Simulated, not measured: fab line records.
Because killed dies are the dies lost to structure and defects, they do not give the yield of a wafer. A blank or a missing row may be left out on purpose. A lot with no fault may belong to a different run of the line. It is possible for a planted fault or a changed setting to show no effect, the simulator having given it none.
fab line records | flow n5-finfet
[record] lots = 4 wafers = 12 last-day = 18
route steps=1938 shown SD_EPI_N@273 SD_EPI_P@295 SD_ACTIVATION@334 BEOL_M4@1111 PASSIVATION@1936
lots untouched by any fault: they come from a run of this same line in which no faults occurred
start-h: the number of hours between the record's first day and the start of the first shown wafer of the lot | wait-h: how many hours have passed since the lot's step before this one | " unchanged from the row above | L1.1+2: several wafers, shown together as one row | - no value, or no start given | * or withheld: withheld | < > ~ a bound
route shown NAME@n: NAME is a module with steps in the file, n the number in the route of the first one | usual: mean and standard deviation over wafers with no fault | same: alike in all rows | chamber/n: place in a boat | sites: readings site by site | _std_site: how widely they spread, as a standard deviation | _edge_site: mean of outer sites minus mean of inner sites | radius-mm: how far each site lies from the wafer's centre | mask NAME#n: copy n | behind: tool/chamber where the wafer was last shaped | hold: what put the lot on hold/how long, in hours/how the hold closed | device: names the non-switching transistor (n, p or np) | end of line: tests of these same wafers at the route's end | where a step has no rows: the recipe by itself | killed: dies lost to structure and defects at the first sort, not the wafer's yield | map: shows each die of a wafer: x if killed, . if not, _ if none is there
set.NAME: the setting that was run; set.NAME@STEP: the one run at that earlier step | model.NAME: the simulator's own value behind a step, which no gauge read
a table for each step, a row for each wafer; lots at some steps of the route
services: the hour from which a tool's chamber was out of use, counted from the record's first day as start-h (under 0 if before that day), plus the number of hours and why
[[steps]]
[step N5_SD_EPI_N_DESCUM_14]
[recipe] chemistry = O2 time-s = 7.9 source-power-w = 50 bias-power-w = 20 pressure-mtorr = 20 rf-frequency-hz = 2.712e+07 temp-c = 40 resist = CAR-ArF-block o2-flow-sccm = 225
[step N5_SD_EPI_N_ETCH_34]
[recipe] chemistry = CF4 target = SiARC target-depth-a = 455 mask-material = CAR-ArF-block time-s = 75.8 ion-energy-ev = 80 pressure-mtorr = 40 source-w = 545 bias-w = 36 Ar_flow_sccm = 100 cf4-flow-sccm = 100 ends = cleared
[step N5_SD_EPI_N_ETCH_35]
[recipe] chemistry = N2/H2 target = SOC overetch-a = 1080 mask-material = SiARC temp-c = 40 ion-energy-ev = 100 source-w = 3000 bias-w = 133 pressure-mtorr = 20 time-s = 486 n2-flow-sccm = 200 h2-flow-sccm = 200
[step N5_SD_EPI_N_STRIP_36]
[recipe] chemistry = N2/H2 temp-c = 40 n2-flow-sccm = 200 h2-flow-sccm = 200 rf-frequency-hz = 6e+07
[step N5_SD_EPI_N_ETCHBACK_44]
[recipe] chemistry = CH3F/O2 mode = anisotropic-etchback target = SiNx target-depth-a = 145 stop-on = SiO2 over-etch-frac = 0.3 ion-energy-ev = 120 pressure-mtorr = 30 source-w = 395 bias-w = 73 Ar_flow_sccm = 150 CH3F_flow_sccm = 30 O2_flow_sccm = 20
[step N5_SD_EPI_N_ETCH_45]
[recipe] chemistry = CH3F/O2 target = SiOCN target-depth-a = 60 mask-material = SOC ion-energy-ev = 60 bias-w = 29 pressure-mtorr = 15 source-w = 410 Ar_flow_sccm = 150 CH3F_flow_sccm = 30 O2_flow_sccm = 20
[step N5_SD_EPI_N_ETCH_16]
[recipe] chemistry = CHF3/O2 target = SiO2 target-depth-a = 50 mask-material = SOC pressure-mtorr = 30 source-w = 650 bias-w = 170 Ar_flow_sccm = 200 CHF3_flow_sccm = 50 O2_flow_sccm = 5 ion-energy-ev = 200
[step N5_SD_EPI_N_STRIP_47]
[recipe] chemistry = CHF3/O2 resist = SiARC rf-frequency-hz = 6e+07
[step N5_SD_EPI_N_SD_RECESS_17]
[recipe] chemistry = HBr/Cl2/O2 target-depth-a = 410 mask-material = SOC time-s = 23.7 bt-time-s = 3 pressure-mtorr = 10 icp-w = 800 bias-w = 112 HBr_flow_sccm = 150 Cl2_flow_sccm = 80 O2_flow_sccm = 12
[step N5_SD_EPI_N_STRIP_38]
[recipe] chemistry = N2/H2 power-w = 1000 temp-c = 250 h2-frac = 0.65 overash-fraction = 0.3 pressure-mtorr = withheld n2-flow-sccm = 1750 h2-flow-sccm = 3250
[step N5_SD_EPI_N_WET_ETCH_43]
[recipe] chemistry = dHF dilution = withheld time-s = 14 target = SiO2 target-depth-a = 15 temp-c = 25
[step N5_SD_EPI_N_STRIP_18]
[recipe] chemistry = SPM time-s = 750 temp-c = 130 h2so4-h2o2-vol-ratio = 4
// columns lot.wafer tool chamber start-h wait-h
L582.1+2+5 wet-bench-04 2,3,6 62.79 0.0
L591.1+3+6 wet-bench-04 2,0,1 117.48 0.0
L592.4+5+6 wet-bench-04 4,1,5 128.63 0.0
L600.1+3+4 wet-bench-06 0,1,2 173.00 0.0
[step N5_SD_EPI_N_SRD_20]
[recipe] dry = ipa-marangoni do-ppb = 5 time-s = 30 temp-c = 23 rinse-liquid = diw
[step N5_SD_EPI_N_PRECLEAN_48]
[recipe] chemistry = NF3:NH3 afs-cycles = 2 temp-c = 30 time-s = 20 sublimation-temp-c = 180 sublimation-time-s = 60 pressure-torr = 3 rf-power-w = 30
[step N5_SD_EPI_N_VAPOR_ETCH_50]
[recipe] chemistry = HCl target = Si temp-c = 775 time-s = 54 pressure-torr = 20 mode = isotropic
[step N5_SD_EPI_N_EPI_21]
[recipe] material = Si:P dopant = P temp-c = 680 pressure-torr = 255 time-s = 690
[step N5_SD_EPI_N_PRECLEAN_24]
[recipe] chemistry = O3/DIW time-s = 60 temp-c = 22 o3-ppm = 10
[step N5_SD_EPI_N_SRD_25]
[recipe] time-s = 30 temp-c = 23 rinse-liquid = diw dry = ipa-marangoni
[step N5_SD_EPI_N_PRECLEAN_49]
[recipe] chemistry = NF3:NH3 afs-cycles = 1 temp-c = 30 time-s = 20 sublimation-temp-c = 180 sublimation-time-s = 60 pressure-torr = 3 rf-power-w = 30
[step N5_SD_EPI_N_LINER_46]
[recipe] material = SiNx target-thk-a = 30 temp-c = 400 ald-precursor-family = SiH2I2 ald-co-reactant = N2/H2-plasma pressure-torr = 2
[step N5_SD_EPI_N_INSPECT_26]
[recipe] inspect-instrument = darkfield mode = post-epi
[usual] raw-defect-count = 197/36
// columns lot.wafer tool chamber start-h wait-h raw-defect-count
L582.1 defect-inspect-01 - 65.93 0.1 198
L582.2 " - " " 244
L582.5 " - " " 172
L591.1 defect-inspect-02 - 120.73 0.1 468
L591.3 " - " " 526
L591.6 " - " " 505
L592.4 defect-inspect-01 - 131.75 0.1 579
L592.5 " - " " 565
L592.6 " - " " 479
L600.1 defect-inspect-02 - 176.07 0.1 189
L600.3 " - " " 201
L600.4 " - " " 181
[step N5_SD_EPI_P_COAT_34]
[recipe] resist = SOC temp-c = 250 time-s = 60 spin-rpm = 1500 resist-thk-nm = 350
[step N5_SD_EPI_P_COAT_35]
[recipe] resist = SiARC temp-c = 220 time-s = 60 spin-rpm = 1500 resist-thk-nm = 35
[step N5_SD_EPI_P_COAT_03]
[recipe] resist = CAR-ArF-block spin-rpm = 1500 resist-thk-nm = 150
[step N5_SD_EPI_P_EBR_05]
[recipe] solvent = PGMEA ebr-width-mm = 1.5
[step N5_SD_EPI_P_SOFTBAKE_04]
[recipe] temp-c = 110 time-s = 60 resist = CAR-ArF-block
[step N5_SD_EPI_P_EXPOSE_06]
[recipe] mask-id = SD_P_BLK na = 1.35 source-shape = conventional sigma-outer = 0.8 polarization = unpolarized target-cd-nm = 240 dose-mj = 39.5
[step N5_SD_EPI_P_PEB_07]
[recipe] peb-temp-c = 110 peb-time-s = 60 resist = CAR-ArF-block
[step N5_SD_EPI_P_DEVELOP_08]
[recipe] develop-time-s = 30 developer = TMAH resist = CAR-ArF-block dev-temp-c = 23 rinse-liquid = diw dry = air-spin
[step N5_SD_EPI_P_INSPECT_11]
[recipe] mode = adi inspect-instrument = macro
[usual] raw-defect-count = 2.1/1.4
// columns lot.wafer tool chamber start-h wait-h raw-defect-count
L582.1 defect-inspect-01 - 66.39 0.0 3
L582.2 " - " " 4
L582.5 " - " " 1
L591.1 defect-inspect-02 - 121.18 0.0 >300
L591.3 " - " " >300
L591.6 " - " " >300
L592.4 defect-inspect-02 - 132.20 0.0 >300
L592.5 " - " " >300
L592.6 " - " " >300
L600.1 defect-inspect-02 - 176.52 0.0 1
L600.3 " - " " 2
L600.4 " - " " 0
[step N5_SD_EPI_P_DESCUM_14]
[recipe] chemistry = O2 time-s = 7.9 source-power-w = 50 bias-power-w = 20 pressure-mtorr = 20 rf-frequency-hz = 2.712e+07 temp-c = 40 resist = CAR-ArF-block o2-flow-sccm = 225
[step N5_SD_EPI_P_ETCH_36]
[recipe] chemistry = CF4 target = SiARC target-depth-a = 455 mask-material = CAR-ArF-block time-s = 75.8 ion-energy-ev = 80 pressure-mtorr = 40 source-w = 545 bias-w = 36 Ar_flow_sccm = 100 cf4-flow-sccm = 100 ends = cleared
[step N5_SD_EPI_P_ETCH_37]
[recipe] chemistry = N2/H2 target = SOC overetch-a = 1080 mask-material = SiARC temp-c = 40 ion-energy-ev = 100 source-w = 3000 bias-w = 133 pressure-mtorr = 20 time-s = 486 n2-flow-sccm = 200 h2-flow-sccm = 200 ends = end-point
[step N5_SD_EPI_P_STRIP_38]
[recipe] chemistry = N2/H2 temp-c = 40 n2-flow-sccm = 200 h2-flow-sccm = 200 rf-frequency-hz = 6e+07
[step N5_SD_EPI_P_ETCHBACK_46]
[recipe] chemistry = CH3F/O2 mode = anisotropic-etchback target = SiNx target-depth-a = 175 stop-on = SiO2 over-etch-frac = 0.3 ion-energy-ev = 120 pressure-mtorr = 30 source-w = 395 bias-w = 73 Ar_flow_sccm = 150 CH3F_flow_sccm = 30 O2_flow_sccm = 20
[step N5_SD_EPI_P_ETCH_47]
[recipe] chemistry = CH3F/O2 target = SiOCN target-depth-a = 250 mask-material = SOC ion-energy-ev = 60 bias-w = 29 pressure-mtorr = 30 source-w = 410 Ar_flow_sccm = 150 CH3F_flow_sccm = 30 O2_flow_sccm = 20
[step N5_SD_EPI_P_ETCH_16]
[recipe] chemistry = CHF3/O2 target = SiO2 target-depth-a = 50 mask-material = SOC pressure-mtorr = 30 source-w = 650 bias-w = 170 Ar_flow_sccm = 200 CHF3_flow_sccm = 50 O2_flow_sccm = 5 ion-energy-ev = 200
[step N5_SD_EPI_P_STRIP_50]
[recipe] chemistry = CHF3/O2 resist = SiARC rf-frequency-hz = 6e+07
[step N5_SD_EPI_P_INSPECT_26]
[recipe] inspect-instrument = darkfield mode = post-epi
[usual] raw-defect-count = 170/35
// columns lot.wafer tool chamber start-h wait-h raw-defect-count
L582.1 defect-inspect-01 - 70.20 0.0 115
L582.2 " - " " 136
L582.5 " - " " 117
L591.1 defect-inspect-01 - 124.94 0.0 462
L591.3 " - " " 506
L591.6 " - " " 473
L592.4 defect-inspect-01 - 136.13 0.0 539
L592.5 " - " " 542
L592.6 " - " " 434
L600.1 defect-inspect-01 - 180.40 0.0 147
L600.3 " - " " 163
L600.4 " - " " 141
[step N5_SD_ACTIVATION_INSPECT_02]
[recipe] inspect-instrument = darkfield mode = post-anneal
[usual] raw-defect-count = 173/36
// columns lot.wafer tool chamber start-h wait-h raw-defect-count
L582.1 defect-inspect-01 - 71.09 0.2 115
L582.2 " - " " 148
L582.5 " - " " 111
L591.1 defect-inspect-02 - 125.70 0.2 469
L591.3 " - " " 533
L591.6 " - " " 484
L592.4 defect-inspect-01 - 136.97 0.1 542
L592.5 " - " " 547
L592.6 " - " " 459
L600.1 defect-inspect-02 - 181.35 0.2 151
L600.3 " - " " 179
L600.4 " - " " 141
[step N5_BEOL_M4_RC_MEAS_101]
[usual] DIBL_N = 36.4/1.9 DIBL_P = 35.8/2.1 IOFF_N = 0.158/0.029 IOFF_P = 0.21/0.035 ION_N = 676/14 ION_P = 465/9.7 SS_N = 71.5/0.66 SS_P = 73.4/0.7 VT_N = 249.8/3 VT_P = -250/3.3
// columns lot.wafer tool chamber start-h wait-h DIBL_N[mV/V] DIBL_P[mV/V] IOFF_N[nA/um] IOFF_P[nA/um] ION_N[uA/um] ION_P[uA/um] SS_N[mV/dec] SS_P[mV/dec] VT_N[mV] VT_P[mV]
L582.1 prober-02 0 202.12 0.0 36.5 35.0 0.147 0.22 665 451 71.7 72.8 249.6 -249
L582.2 " 0 " " 34.7 32.4 0.125 0.18 661 456 70.4 72.2 252.7 -250
L582.5 " 0 " " 36.7 36.0 0.161 0.23 686 472 70.8 73.4 250.3 -246
L591.1 prober-01 0 261.42 0.0 37.8 35.2 0.151 0.22 683 471 71.0 72.9 250.4 -248
L591.3 " 0 " " 40.6 38.5 0.198 0.29 683 471 72.2 74.6 246.2 -243
L591.6 " 0 " " 38.2 35.6 0.163 0.23 692 475 70.8 73.0 246.3 -249
L592.4 prober-02 0 277.38 0.5 35.3 34.5 0.131 0.16 649 447 70.8 72.5 250.8 -253
L592.5 " 0 " " 34.2 33.2 0.114 0.14 667 451 70.3 72.1 252.9 -254
L592.6 " 0 " " 39.3 40.4 0.196 0.23 667 460 72.1 74.7 249.1 -250
L600.1 prober-02 0 329.26 0.0 38.4 36.5 0.185 0.22 663 457 72.6 73.5 248.0 -249
L600.3 " 0 " " 36.7 36.1 0.158 0.21 674 466 71.4 73.3 248.1 -252
L600.4 " 0 " " 38.4 37.7 0.202 0.23 685 466 72.2 73.8 244.7 -248
[step N5_PASSIVATION_PROBE_49]
[usual] defect-limited-yield = 91.3/1.3 killed_at_M0_to_M3 = 34/9.1 killed_at_M4_up = 14/5.6 killed-at-contacts = 13/5.9 killed-at-front-end = 39/11 killed-at-other = 3.6/3 killed-dies = 102/16 killed-open = 68/12 killed-short = 33/7.3 sort_bin_5_function = 5.2/0.89 sort_bin_6_memory = 3.2/0.68 sort-n-pass = 1078/16 sort-yield-pct = 91.3/1.3
[same] gross-dies = 1180 killed-at-back-side = 0 sort_bin_4_leakage[%] = 0 sort_bin_8_speed[%] = 0
// columns lot.wafer tool chamber start-h wait-h defect-limited-yield[%] killed_at_M0_to_M3 killed_at_M4_up killed-at-contacts killed-at-front-end killed-at-other killed-dies killed-open killed-short sort_bin_5_function[%] sort_bin_6_memory[%] sort-n-pass sort-yield-pct[%]
L591.1 prober-01 - 368.32 0.0 82.5 42 12 12 133 7 206 69 41 11.3 4.5 974 82.5
L591.3 prober-01 - 368.42 0.1 85.2 28 19 7 120 1 175 79 35 9.2 4.5 1005 85.2
L591.6 prober-01 - 368.57 0.3 82.5 23 29 6 141 7 206 66 36 11.1 4.2 974 82.5
L592.4 prober-02 - 381.15 0.2 86.3 32 11 6 109 4 162 64 26 8.0 4.4 1018 86.3
L592.5 prober-02 - 381.20 0.2 83.2 37 20 5 131 5 198 63 26 11.0 4.0 982 83.2
L592.6 prober-02 - 381.25 0.3 84.8 26 11 8 130 4 179 53 36 9.6 3.1 1001 84.8
// killed by level:class
L591.1 SD_EPI_N:unspecified=88 FIN_SAQP:geometric-particle:short=17 BEOL_M2:geometric-particle:open=14 FIN_SAQP:geometric-particle:open=11 BEOL_M0_SAQP:geometric-particle:open=9 MOL_CONTACT_COAG:geometric-particle:open=8 BEOL_M0_SAQP:geometric-particle:short=8 STI_FIN_REVEAL:geometric-particle:open=5
L591.3 SD_EPI_N:unspecified=59 FIN_SAQP:geometric-particle:open=27 FIN_SAQP:geometric-particle:short=16 BEOL_M4:geometric-particle:open=15 BEOL_M2:geometric-particle:open=8 DUMMY_GATE:geometric-particle:open=5 MOL_CONTACT_COAG:geometric-particle:open=5 BEOL_M0_SAQP:geometric-particle:short=4
L591.6 SD_EPI_N:unspecified=103 BEOL_M4:geometric-particle:open=17 FIN_SAQP:geometric-particle:short=13 FIN_SAQP:geometric-particle:open=12 BEOL_M0_SAQP:geometric-particle:open=8 BEOL_M0_SAQP:geometric-particle:short=7 MOL_CONTACT_COAG:geometric-particle:open=5 STARTING-WAFER:geometric-particle:open=4
L592.4 SD_EPI_N:unspecified=71 STI_FIN_REVEAL:geometric-particle:open=14 BEOL_M2:geometric-particle:open=12 BEOL_M3:geometric-particle:open=6 MOL_CONTACT_COAG:geometric-particle:open=6 BEOL_M4:geometric-particle:open=6 BEOL_M3:geometric-particle:short=4 STI_FIN_REVEAL:geometric-particle:short=3
L592.5 SD_EPI_N:unspecified=109 BEOL_M4:geometric-particle:open=14 BEOL_M3:geometric-particle:open=8 FIN_SAQP:geometric-particle:open=7 BEOL_M2:geometric-particle:open=7 BEOL_M0_SAQP:geometric-particle:open=6 BEOL_M0:geometric-particle:open=6 FIN_SAQP:geometric-particle:short=5
L592.6 SD_EPI_N:unspecified=89 FIN_SAQP:geometric-particle:short=12 BEOL_M2:geometric-particle:open=7 MOL_CONTACT_COAG:geometric-particle:open=6 STI_FIN_REVEAL:geometric-particle:open=6 BEOL_M3:geometric-particle:open=6 DUMMY_GATE:geometric-particle:open=6 BEOL_M4:geometric-particle:open=5
// map L591.1 (x killed, . not)
_________________.....x......________________
______________x..x....x......x.._____________
___________x.................x..x..__________
__________.x....x..................._________
________...........x........x.......x._______
_______.x..........x...................______
______.xx.x.............x..xx........x.._____
_____.......x.........x.....xx....x......____
____.............x................x......x___
___.....x..............................x...__
___.......x.......................x.......x__
__.x...x..............................x....._
__.............x.......x............x......._
_........x...............................x...
_.......................x................x...
_.x...x..x...x......x.....x........x.........
_................x......x.x............x..x..
_x...x......x.......x..............x.....xx..
_....x...x....x..........x...................
_........x...x........x.......x...x...x......
_..........x........x....x..............x....
__.......x.......................xx........._
__..x...............x.x.......x.x.xxxxx...x._
___......x.x.........xx......x.xxxxxx.xxx..__
___....x...x..xx....x........x..xxxxxxxxxxx__
____.x............x.......x.xx.xxxxxxxx.x.___
_____............x....x......xxxxxxxxxxxx____
______x..........x.x.......xxx..xxxxxxxx_____
_______.........x.x.x.......x.xxxxxxxxx______
________..............x....x..xxxx.xxx_______
__________...x..........x...x.xxxxxx_________
___________........x........x..xxxx__________
______________..x.x...x........._____________
_________________...........x________________
// map L592.5 (x killed, . not)
_________________.....x.x....________________
______________.................._____________
___________..x....x..x.............__________
__________...x...........x.........x_________
________..x................x.........._______
_______.....x............x.............______
______....x.......x..............x......_____
_____..........x.x.....................x.____
____..............x..x.......x............___
___....x...x...............................__
___...................x......x.....x.x.....__
__................x...x...xx..xx..x........._
__.....................xxxxxxx.xx....x...x.._
_.....x........x......x..xx.xxxx.x..x........
_.......x.................x.xxxx.xxxx........
_x..................xxxxxxxxxxxxxxxx.x.......
_.......x............xx.xxxxxxxxxxxxx........
_..............x.......x.xxxxxxxxxxx.........
_......................x.xxxxxxxxxxxx.x......
_.x......x.x............xxxxxxxxxxxxxx...x...
_....x...................xx.xxx.x.x..........
__................xx.....x.x.xxx...x........_
__x......x.x...x.....x.....x.........x......_
___......x.......x..x.....x....xx.x........__
___........x........................x......__
____......................................___
_____............x.....x..............x..____
______.........x......xx.....x...x......_____
_______x.....x.......x.................______
________...........x..x..x...x........_______
__________.........x..........x....._________
___________x...........x...........__________
______________x..........x......_____________
_________________............________________
[[services]]
// columns tool chamber start-h hours kind
wet-bench-06 - 48.60 4.3 repair
[[key]]
[first-sign] step = N5_SD_EPI_N_INSPECT_26 reading = raw-defect-count direction = up sigmas = 9.1 usual = 197 struck = 520
[effect] step = N5_SD_EPI_P_INSPECT_11 reading = raw-defect-count direction = up sigmas = 99+ usual = 2.1 struck = >300
[effect] step = N5_SD_EPI_P_INSPECT_26 reading = raw-defect-count direction = up sigmas = 9.1 usual = 170 struck = 493
[effect] step = N5_SD_ACTIVATION_INSPECT_02 reading = raw-defect-count direction = up sigmas = 9.3 usual = 173 struck = 506
[effect] step = N5_PASSIVATION_PROBE_49 reading = killed-at-front-end direction = up sigmas = 7.8 usual = 39 struck = 127
[more-kills-born-at] N5_SD_EPI_N_STRIP_18@wet-bench-04 = 519
met-at N5_SD_EPI_N_STRIP_18
struck-wafers L591.1,L591.3,L591.6,L592.4,L592.5,L592.6
onset-between 62.79 117.48
[fault] kind = chamber-particle-source tool = wet-bench-04 chamber = - onset-h = 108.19 steps = N5_SD_EPI_N_STRIP_18 rate-per-visit-cm2 = 0.5337 end-h = 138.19
